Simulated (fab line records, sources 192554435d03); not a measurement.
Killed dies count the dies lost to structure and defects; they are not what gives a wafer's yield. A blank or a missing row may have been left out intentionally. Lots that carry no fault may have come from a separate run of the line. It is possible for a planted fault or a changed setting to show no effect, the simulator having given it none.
Matching of chambers | flow n5Finfet | N5_DUMMY_GATE_HM_OPEN_21 on rieDiel-06 has 4 sister chambers
The step chemistry CH3F/O2, target SiNx, target depth 120 nm, time 171.4 s. 24 wafers are shown with their chamber, then 12 later ones without.

== EACH WAFER AND ITS CHAMBER ==
wafer  | chamber | drypumpMotorCurrentA (A) | throttleValvePct (%) | showerheadPlenumPTorr (Torr)
L075.2 | 0       | 5.79                     | 16.43                | 2.10
L075.4 | 1       | 6.48                     | 16.17                | 2.09
L075.6 | 0       | 5.78                     | 16.44                | 2.10
L076.2 | 3       | 5.80                     | 16.75                | 2.02
L076.5 | 3       | 5.79                     | 16.77                | 2.02
L076.6 | 0       | 5.80                     | 16.44                | 2.10
L079.1 | 3       | 5.80                     | 16.76                | 2.02
L079.4 | 2       | 5.97                     | 16.38                | 1.99
L079.5 | 2       | 6.00                     | 16.37                | 1.99
L084.2 | 3       | 5.77                     | 16.78                | 2.02
L084.3 | 1       | 6.48                     | 16.20                | 2.08
L084.6 | 2       | 6.04                     | 16.39                | 1.98
L085.1 | 3       | 5.79                     | 16.79                | 2.02
L085.3 | 0       | 5.79                     | 16.47                | 2.10
L085.6 | 0       | 5.76                     | 16.46                | 2.10
L086.1 | 2       | 6.05                     | 16.40                | 1.98
L086.2 | 1       | 6.46                     | 16.18                | 2.08
L086.5 | 1       | 6.48                     | 16.18                | 2.08
L088.1 | 1       | 6.49                     | 16.19                | 2.08
L088.3 | 3       | 5.79                     | 16.79                | 2.01
L088.6 | 3       | 5.79                     | 16.79                | 2.01
L090.2 | 3       | 5.79                     | 16.79                | 2.01
L090.5 | 2       | 6.03                     | 16.41                | 1.98
L090.6 | 1       | 6.51                     | 16.20                | 2.08

SIGNATURES (means of the wafers above)
reading               | chamber 0 | chamber 1 | chamber 2 | chamber 3 | scatter within a chamber
drypumpMotorCurrentA  | 5.7840    | 6.4833    | 6.0180    | 5.7900    | 0.0189
throttleValvePct      | 16.4480   | 16.1867   | 16.3900   | 16.7775   | 0.0151
showerheadPlenumPTorr | 2.1000    | 2.0817    | 1.9840    | 2.0162    | 0.00442
Rule: a wafer lies at a distance from a chamber equal to the root of the sum of squares, over the readings, of (its reading less the chamber's mean, divided by the reading's scatter). The wafer belongs to the nearest chamber; if the next one is less than 2 further off, it can't be placed. The scatter: take each reading less its chamber's mean, square it, sum over the shown wafers, divide by the number of wafers less the number of chambers, and take the root.

== WAFERS WITH NO CHAMBER GIVEN ==
wafer  | drypumpMotorCurrentA (A) | throttleValvePct (%) | showerheadPlenumPTorr (Torr)
L091.4 | 5.79                     | 16.47                | 2.09
L091.5 | 6.06                     | 16.42                | 1.98
L091.6 | 6.50                     | 16.20                | 2.08
L093.3 | 5.80                     | 16.49                | 2.09
L093.5 | 6.06                     | 16.43                | 1.98
L093.6 | 6.46                     | 16.22                | 2.07
L095.3 | 6.04                     | 16.43                | 1.98
L095.4 | 5.79                     | 16.82                | 2.01
L095.5 | 6.02                     | 16.41                | 1.98
L096.3 | 6.03                     | 16.43                | 1.98
L096.5 | 6.07                     | 16.43                | 1.98
L096.6 | 6.48                     | 16.21                | 2.07

== EACH ONE'S CHAMBER ==
wafer  | from the rows above | in truth
L091.4 | 0                   | 0
L091.5 | 2                   | 2
L091.6 | 1                   | 1
L093.3 | 0                   | 0
L093.5 | 2                   | 2
L093.6 | 1                   | 1
L095.3 | 2                   | 2
L095.4 | 3                   | 3
L095.5 | 2                   | 2
L096.3 | 2                   | 2
L096.5 | 2                   | 2
L096.6 | 1                   | 1
12 of 12 placed correctly. Left unplaced by these rows: 0. Wrongly placed: 0.
